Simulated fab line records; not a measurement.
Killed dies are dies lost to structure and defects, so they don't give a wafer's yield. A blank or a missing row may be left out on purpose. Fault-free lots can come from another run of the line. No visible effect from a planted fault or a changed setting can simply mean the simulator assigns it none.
What tool caused it? | flow n5-finfet | 12 lots, 36 wafers sampled, at 1 step of a route of 1938

WHAT THE GAUGES SHOWED, per wafer
N5_BEOL_M7_OVL_MEAS_12.
lot  | measured     | on         | M7_OVL (nm)
L075 | day 9 05:07  | overlay-02 | -0.2 -0.9 0.5
L077 | day 9 21:53  | overlay-02 | 1.1 1.1 0.6
L079 | day 10 08:29 | overlay-01 | 0.8 1.5 1.0
L080 | day 11 20:49 | overlay-01 | 2.0 3.2 1.3
L082 | day 12 12:09 | overlay-02 | 0.0 -0.8 1.0
L086 | day 12 23:43 | overlay-01 | 0.6 0.0 -0.2
L084 | day 13 02:44 | overlay-01 | 1.1 0.2 1.4
L088 | day 14 01:15 | overlay-01 | 0.3 0.6 1.1
L094 | day 14 08:49 | overlay-01 | -0.2 0.5 0.9
L093 | day 15 00:26 | overlay-02 | 1.1 -0.2 1.4
L092 | day 15 04:25 | overlay-01 | -0.2 1.0 -0.1
L097 | day 15 15:53 | overlay-02 | 0.8 1.1 1.0

TOOL THAT RAN EACH LOT (tool first, then ch and the chambers of the sampled wafers, then the start)
The record shows no process step preceding these readings.

THE ANSWER, worked out from the rows above alone
Rule: the usual values come from the lots themselves. The widest of any qualifying gaps counts: lots, ordered by their means at a reading, are off when they make up no more than a third of the lots, leave a main group of 4 or more, and stand apart from it by 3 or more times the standard deviation of that group's means. The tables above print the reading to a certain number of digits; a main group whose means all agree to those digits is not used. A lot without any number at a reading at which 4 lots or more have one is off too. The other lots that the step has rows for count as sound.
Across all readings shown, no lot is off: no conclusion can be drawn from this.

WHAT THE SIMULATOR HAD INSERTED
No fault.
